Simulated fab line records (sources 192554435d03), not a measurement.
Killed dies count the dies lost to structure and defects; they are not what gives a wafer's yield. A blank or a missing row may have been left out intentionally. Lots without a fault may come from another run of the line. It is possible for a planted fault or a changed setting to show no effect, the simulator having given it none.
Which of the tools did it?	flow n5_finfet	Sampling: 15 lots, 44 wafers, 7 of 1938 route steps

WHAT THE GAUGES READ, wafer by wafer
N5_BEOL_M11_OVL_MEAS_12. Usual: M11_OVL gives -0.1 nm (standard deviation 0.87).
lot	measured	on	M11_OVL (nm)	flag
L930	day 10 06:57	overlay-02	-0.2 -0.2	
L931	day 10 09:37	overlay-01	0.9 0.5 -0.4	
L933	day 10 21:38	overlay-01	-0.5 0.2 0.7	
L935	day 11 06:25	overlay-01	-1.0 -2.0 -1.6	
L934	day 11 08:35	overlay-01	0.9 -0.1 1.0	
L937	day 11 16:18	overlay-02	0.8 0.1 1.4	
L939	day 11 18:47	overlay-01	0.9 -0.9 -0.5	
L942	day 13 06:03	overlay-01	0.1 -0.2 -0.6	
L943	day 13 06:19	overlay-01	-0.2 -0.2 -0.2	
L941	day 13 07:02	overlay-01	-0.9 -2.5 0.0	
L948	day 14 15:08	overlay-02	-1.1 0.2 0.7	
L949	day 15 03:35	overlay-01	0.6 0.1 0.1	
L950	day 15 06:55	overlay-02	1.0 2.1 0.3	
L951	day 15 18:43	overlay-01	-0.9 -0.5 -0.6	
L953	day 15 21:31	overlay-02	0.3 0.6 -0.9	

N5_BEOL_M11_CD_MEAS_18: pitch 140 nm, target cd 70 nm. Usual: cd_nm reads 70.1 nm (standard deviation 0.78).
lot	measured	on	cd_nm (nm)	flag
L930	day 10 07:48	cd_sem-03	68.6 69.5	
L931	day 10 10:47	cd_sem-01	70.3 71.0 70.2	
L933	day 10 22:19	cd_sem-01	69.1 69.7 70.0	
L935	day 11 07:13	cd_sem-03	69.9 69.8 69.5	
L934	day 11 09:20	cd_sem-03	70.8 71.1 70.3	
L937	day 11 16:58	cd_sem-02	70.5 69.5 69.2	
L939	day 11 19:22	cd_sem-02	70.9 69.9 69.7	
L942	day 13 06:36	cd_sem-01	- - -	OFF
L943	day 13 06:49	cd_sem-02	- - -	OFF
L941	day 13 07:32	cd_sem-01	- - -	OFF
L948	day 14 15:47	cd_sem-01	69.9 69.7 70.9	
L949	day 15 04:05	cd_sem-02	69.4 69.8 70.4	
L950	day 15 07:31	cd_sem-01	69.1 69.3 70.0	
L951	day 15 19:20	cd_sem-02	69.3 69.4 69.5	
L953	day 15 22:01	cd_sem-03	69.8 69.4 69.8	

WHICH TOOL RAN EACH LOT (tool, then ch and the chambers of the sampled wafers, then the start)
lot	N5_BEOL_M10_ETCH_41	N5_BEOL_M10_CURE_72	N5_BEOL_M11_ETCH_61	N5_BEOL_M11_ETCH_62	N5_BEOL_M11_HM_OPEN_17
L930	rie_diel-05 ch 1, day 10 01:10 or earlier	uv_cure-01 ch 1, day 10 01:10	rie_diel-02 ch 1,3, day 10 07:21	rie_diel-02 ch 1,3, day 10 07:24	rie_metal-01 ch 0,1, day 10 07:35
L931	rie_diel-04 ch 1,2,3, day 10 04:49 or earlier	uv_cure-01 ch 0, day 10 04:49	rie_diel-02 ch 1,3, day 10 10:17	rie_diel-02 ch 1,3, day 10 10:20	rie_metal-03 ch 0,1, day 10 10:32
L933	rie_diel-05 ch 1,2, day 10 15:52 or earlier	uv_cure-02 ch 0, day 10 15:52	rie_diel-01 ch 0,1,3, day 10 21:54	rie_diel-01 ch 0,1,3, day 10 21:57	rie_metal-03 ch 0,1, day 10 22:08
L935	rie_diel-05 ch 0,2, day 11 01:21 or earlier	uv_cure-01 ch 2, day 11 01:21	rie_diel-03 ch 0,1, day 11 06:44	rie_diel-03 ch 0,1, day 11 06:47	rie_metal-02 ch 0,1, day 11 07:01
L934	rie_diel-05 ch 0,1,2, day 11 04:16 or earlier	uv_cure-01 ch 1, day 11 04:16	rie_diel-03 ch 1,2,3, day 11 08:55	rie_diel-03 ch 1,2,3, day 11 08:58	rie_metal-01 ch 0,1, day 11 09:09
L937	rie_diel-04 ch 0,2,3, day 11 11:32 or earlier	uv_cure-03 ch 0, day 11 11:32	rie_diel-02 ch 1,3, day 11 16:25	rie_diel-02 ch 1,3, day 11 16:29	rie_metal-01 ch 0,1, day 11 16:45
L939	rie_diel-06 ch 0,1, day 11 14:23 or earlier	uv_cure-01 ch 2, day 11 14:23	rie_diel-01 ch 0,1,3, day 11 18:53	rie_diel-01 ch 0,1,3, day 11 18:56	rie_metal-02 ch 0,1, day 11 19:07
L942	rie_diel-04 ch 1,2, day 13 01:51 or earlier	uv_cure-02 ch 2, day 13 01:51	rie_diel-02 ch 1,2,3, day 13 06:08	rie_diel-02 ch 1,2,3, day 13 06:11	rie_metal-01 ch 0,1, day 13 06:23
L943	rie_diel-06 ch 0,1,3, day 13 02:04 or earlier	uv_cure-01 ch 1, day 13 02:04	rie_diel-01 ch 0,1, day 13 06:24	rie_diel-01 ch 0,1, day 13 06:27	rie_metal-02 ch 0, day 13 06:38
L941	rie_diel-05 ch 0,2,3, day 13 02:22 or earlier	uv_cure-03 ch 2, day 13 02:22	rie_diel-03 ch 1,2,3, day 13 07:07	rie_diel-03 ch 1,2,3, day 13 07:10	rie_metal-02 ch 0,1, day 13 07:23
L948	rie_diel-04 ch 0,2, day 14 08:55 or earlier	uv_cure-01 ch 1, day 14 08:55	rie_diel-01 ch 0,3, day 14 15:14	rie_diel-01 ch 0,3, day 14 15:19	rie_metal-03 ch 0,1, day 14 15:35
L949	rie_diel-06 ch 0,2, day 14 20:05 or earlier	uv_cure-02 ch 2, day 14 20:05	rie_diel-03 ch 1,3, day 15 03:40	rie_diel-03 ch 1,3, day 15 03:43	rie_metal-01 ch 0,1, day 15 03:56
L950	rie_diel-05 ch 0,1,2, day 15 00:23 or earlier	uv_cure-01 ch 1, day 15 00:23	rie_diel-03 ch 1,3, day 15 07:01	rie_diel-03 ch 1,3, day 15 07:04	rie_metal-02 ch 0, day 15 07:15
L951	rie_diel-06 ch 1,2, day 15 10:17 or earlier	uv_cure-02 ch 0, day 15 10:17	rie_diel-02 ch 2,3, day 15 18:49	rie_diel-02 ch 2,3, day 15 18:52	rie_metal-03 ch 1, day 15 19:03
L953	rie_diel-06 ch 0,2,3, day 15 16:14 or earlier	uv_cure-03 ch 1, day 15 16:14	rie_diel-01 ch 1,2,3, day 15 21:36	rie_diel-01 ch 1,2,3, day 15 21:39	rie_metal-01 ch 0,1, day 15 21:50
- N5_BEOL_M10_ETCH_41: etches SiCN in CH3F/O2, target depth 42.6 nm, time 86 s.
- N5_BEOL_M10_CURE_72: cures SiCOH lowk, time 120 s.
- N5_BEOL_M11_ETCH_61: etches SiARC in CF4, target depth 39 nm, time 65 s.
- N5_BEOL_M11_ETCH_62: etches SOC in N2/H2, target depth 110 nm, overetch 22 nm, time 165 s.
- N5_BEOL_M11_HM_OPEN_17: chemistry Cl2/BCl3, target TiN, target depth 20 nm, overetch 6 nm.

AS READ BY THE TOOLS THEMSELVES (means over the sampled wafers that have a number; for cases with no such wafer, the mark the record gives instead)
N5_BEOL_M10_ETCH_41. Usual: CH3F_flow_sccm 30.01 sccm, standard deviation 0.093; O2_flow_sccm 19.99 sccm, standard deviation 0.058; drypump_motor_current_A 5.5 A, standard deviation 0.48; oes_product_au 0.77 a.u., standard deviation 0.076; rf_fwd_power_W 392.3 W, standard deviation 1.5; rf_vpp_V 297.3 V, standard deviation 1.8; showerhead_plenum_p_Torr 2.00 Torr, standard deviation 0.08; throttle_valve_pct 16.41 %, standard deviation 0.24.
lot	tool	CH3F_flow_sccm (sccm)	O2_flow_sccm (sccm)	drypump_motor_current_A (A)	oes_product_au (a.u.)	rf_fwd_power_W (W)	rf_vpp_V (V)	showerhead_plenum_p_Torr (Torr)	throttle_valve_pct (%)	flag
L930	rie_diel-05	29.96	20.09	5.1	0.86	390.7	297.9	1.96	16.20	
L931	rie_diel-04	30.01	20.00	5.8	0.78	392.5	295.9	1.95	16.42	
L933	rie_diel-05	30.03	19.98	5.3	0.84	391.1	298.2	2.04	16.08	
L935	rie_diel-05	30.04	19.95	5.6	0.81	392.6	298.8	2.09	16.25	
L934	rie_diel-05	29.90	19.97	5.5	0.81	392.6	297.6	2.05	16.32	
L937	rie_diel-04	30.00	20.00	5.7	0.74	392.6	297.3	2.01	16.53	
L939	rie_diel-06	30.11	20.07	5.1	0.72	393.4	295.3	1.94	16.54	
L942	rie_diel-04	30.06	20.01	6.2	0.78	392.8	295.5	1.93	16.47	
L943	rie_diel-06	30.01	20.00	5.1	0.78	393.0	296.8	2.01	16.52	
L941	rie_diel-05	29.99	19.99	5.9	0.82	391.5	299.4	2.10	16.26	
L948	rie_diel-04	29.94	19.93	6.1	0.85	392.3	297.4	1.98	16.43	
L949	rie_diel-06	29.96	20.02	5.0	0.70	391.3	296.5	1.93	16.53	
L950	rie_diel-05	29.99	19.96	5.5	0.78	390.9	297.2	2.04	16.38	
L951	rie_diel-06	30.03	20.01	5.4	0.68	391.1	296.8	1.97	16.67	
L953	rie_diel-06	30.00	19.93	5.0	0.74	392.2	296.9	2.00	16.50	

N5_BEOL_M10_CURE_72. Usual: lamp_power_pct 52.32 %, standard deviation 0.052; wafer_temp_C_max 371.8, standard deviation 0.43.
lot	tool	lamp_power_pct (%)	wafer_temp_C_max	flag
L930	uv_cure-01	52.23	372.3	
L931	uv_cure-01	52.38	371.7	
L933	uv_cure-02	52.34	372.2	
L935	uv_cure-01	52.34	371.2	
L934	uv_cure-01	52.34	371.9	
L937	uv_cure-03	52.27	371.4	
L939	uv_cure-01	52.32	371.2	
L942	uv_cure-02	52.31	372.0	
L943	uv_cure-01	52.34	372.1	
L941	uv_cure-03	52.35	371.9	
L948	uv_cure-01	52.33	372.0	
L949	uv_cure-02	52.34	372.1	
L950	uv_cure-01	52.28	371.4	
L951	uv_cure-02	52.30	371.7	
L953	uv_cure-03	52.35	371.2	

N5_BEOL_M11_ETCH_61. Usual: bias_w 36.00 W, standard deviation 0.11; cf4_flow_sccm 99.99 sccm, standard deviation 0.29; drypump_motor_current_A 5.9 A, standard deviation 0.49; etch_rf_on_time_s 65.1 s, standard deviation 1.3; oes_product_au 0.66 a.u., standard deviation 0.075; rf_fwd_power_W 539.3 W, standard deviation 2.1; rf_vpp_V 184.4 V, standard deviation 0.97; showerhead_plenum_p_Torr 2.17 Torr, standard deviation 0.056; throttle_valve_pct 15.60 %, standard deviation 0.2.
lot	tool	bias_w (W)	cf4_flow_sccm (sccm)	drypump_motor_current_A (A)	etch_rf_on_time_s (s)	oes_product_au (a.u.)	rf_fwd_power_W (W)	rf_vpp_V (V)	showerhead_plenum_p_Torr (Torr)	throttle_valve_pct (%)	flag
L930	rie_diel-02	35.98	99.99	5.7	65.0	0.72	538.6	185.2	2.21	15.29	
L931	rie_diel-02	35.86	100.03	5.6	64.7	0.75	537.1	185.3	2.23	15.28	
L933	rie_diel-01	36.03	99.66	6.0	64.2	0.70	539.3	184.5	2.19	15.63	
L935	rie_diel-03	35.98	99.99	6.3	66.1	0.62	537.7	184.2	2.21	15.80	
L934	rie_diel-03	36.03	99.94	5.6	65.7	0.64	539.3	183.6	2.18	15.69	
L937	rie_diel-02	36.04	99.96	5.7	64.8	0.68	538.3	183.9	2.17	15.35	
L939	rie_diel-01	35.93	99.68	6.0	63.6	0.69	540.4	184.6	2.19	15.63	
L942	rie_diel-02	-	-	-	-	-	-	-	-	-	OFF
L943	rie_diel-01	-	-	-	-	-	-	-	-	-	OFF
L941	rie_diel-03	-	-	-	-	-	-	-	-	-	OFF
L948	rie_diel-01	36.10	99.85	6.0	63.4	0.68	539.5	184.3	2.15	15.72	
L949	rie_diel-03	35.99	100.44	6.0	66.9	0.59	536.7	184.7	2.21	15.88	
L950	rie_diel-03	35.96	100.07	6.0	65.4	0.58	539.0	184.4	2.20	15.86	
L951	rie_diel-02	36.00	100.13	6.1	64.3	0.79	539.9	183.9	2.15	15.32	
L953	rie_diel-01	36.05	100.35	6.0	65.1	0.62	539.8	184.8	2.19	15.59	

N5_BEOL_M11_ETCH_62. Usual: bias_w 149.9 W, standard deviation 0.43; chamber_pressure_mTorr 30.001 mTorr, standard deviation 0.028; drypump_motor_current_A 5.9 A, standard deviation 0.49; n2_flow_sccm 200.0 sccm, standard deviation 0.55; oes_product_au 0.66 a.u., standard deviation 0.07; rf_fwd_power_W 837.3 W, standard deviation 2.4; rf_vpp_V 524.9 V, standard deviation 2; showerhead_plenum_p_Torr 2.58 Torr, standard deviation 0.068; throttle_valve_pct 17.79 %, standard deviation 0.22.
lot	tool	bias_w (W)	chamber_pressure_mTorr (mTorr)	drypump_motor_current_A (A)	n2_flow_sccm (sccm)	oes_product_au (a.u.)	rf_fwd_power_W (W)	rf_vpp_V (V)	showerhead_plenum_p_Torr (Torr)	throttle_valve_pct (%)	flag
L930	rie_diel-02	150.2	30.009	5.7	200.2	0.72	832.7	525.5	2.62	17.52	
L931	rie_diel-02	149.5	30.025	5.7	200.3	0.74	834.9	526.9	2.66	17.53	
L933	rie_diel-01	149.7	30.006	6.0	199.9	0.69	839.7	525.7	2.59	17.72	
L935	rie_diel-03	149.8	30.005	6.2	199.9	0.62	840.6	526.1	2.61	17.95	
L934	rie_diel-03	149.9	29.991	5.6	200.1	0.65	837.1	525.0	2.58	17.84	
L937	rie_diel-02	150.0	29.980	5.7	199.8	0.68	839.2	524.7	2.59	17.58	
L939	rie_diel-01	149.8	29.983	6.0	199.8	0.68	836.6	525.1	2.58	17.73	
L942	rie_diel-02	150.0	29.984	5.9	200.2	0.29	838.5	524.7	2.59	17.76	OFF
L943	rie_diel-01	150.0	30.001	5.9	199.4	0.31	839.8	527.6	2.63	17.60	OFF
L941	rie_diel-03	149.8	30.016	5.6	199.5	0.28	836.6	524.8	2.58	17.82	OFF
L948	rie_diel-01	150.1	30.005	6.0	200.0	0.67	837.0	524.0	2.54	17.82	
L949	rie_diel-03	149.8	29.991	6.0	200.4	0.59	838.9	526.5	2.62	18.02	
L950	rie_diel-03	150.3	30.044	6.0	200.1	0.58	837.0	525.9	2.62	18.08	
L951	rie_diel-02	150.0	29.992	6.2	200.6	0.79	836.6	524.7	2.58	17.70	
L953	rie_diel-01	149.6	30.010	6.0	199.8	0.62	836.0	525.3	2.59	17.74	

N5_BEOL_M11_HM_OPEN_17. Usual: bcl3_flow_sccm 21.74 sccm, standard deviation 0.069; drypump_motor_current_A 5.42 A, standard deviation 0.29; oes_product_au 0.66 a.u., standard deviation 0.084; rf_fwd_power_W 994 W, standard deviation 3.5; throttle_valve_pct 22.23 %, standard deviation 0.19.
lot	tool	bcl3_flow_sccm (sccm)	drypump_motor_current_A (A)	oes_product_au (a.u.)	rf_fwd_power_W (W)	throttle_valve_pct (%)	flag
L930	rie_metal-01	21.79	5.37	0.78	994	22.04	
L931	rie_metal-03	21.69	5.59	0.57	995	22.48	
L933	rie_metal-03	21.79	5.56	0.57	993	22.53	
L935	rie_metal-02	21.76	5.38	0.61	991	22.30	
L934	rie_metal-01	21.83	5.29	0.75	993	22.06	
L937	rie_metal-01	21.74	5.40	0.75	993	22.01	
L939	rie_metal-02	21.76	5.37	0.62	994	22.30	
L942	rie_metal-01	21.79	5.29	0.33	994	22.73	OFF
L943	rie_metal-02	21.69	5.00	0.29	994	22.94	OFF
L941	rie_metal-02	21.82	5.67	0.26	994	22.95	OFF
L948	rie_metal-03	21.72	5.59	0.56	989	22.55	
L949	rie_metal-01	21.70	5.30	0.72	994	22.09	
L950	rie_metal-02	21.70	5.04	0.63	997	22.32	
L951	rie_metal-03	21.81	5.59	0.57	994	22.45	
L953	rie_metal-01	21.74	5.40	0.71	993	22.05	

THE ANSWER, worked out from the rows above alone
Rule: a lot is off if the mean of its wafers that have a number lies more than 3 standard deviations from the usual mean. Also off: a lot with no number at a reading for which 4 or more lots have one. The other lots that the step has rows for count as sound. The gauges are gone through in route order, then the tools' own readings, and for those a lot's mean is taken as printed above. At the first step where some lot is off, the reading lying furthest off is the one used; lots without a number count as furthest.
Off at N5_BEOL_M11_CD_MEAS_18 (cd_nm): L942, L943, L941. Without a number there: L942, L943, L941.
If a tool, at a process step before that reading, ran all the lots that are off and no sound lot after the first of them, it fits. The gauges at N5_BEOL_M11_CD_MEAS_18 aren't tried: what is off there is off at N5_BEOL_M11_ETCH_61 too, on other tools, and a gauge's error can't cause that. N5_BEOL_M10_ETCH_41 gives no start for some lots, so the hours and the order of its lots are those of N5_BEOL_M10_CURE_72. Of those tried, none fits.

WHAT HAD BEEN PUT IN BY THE SIMULATOR
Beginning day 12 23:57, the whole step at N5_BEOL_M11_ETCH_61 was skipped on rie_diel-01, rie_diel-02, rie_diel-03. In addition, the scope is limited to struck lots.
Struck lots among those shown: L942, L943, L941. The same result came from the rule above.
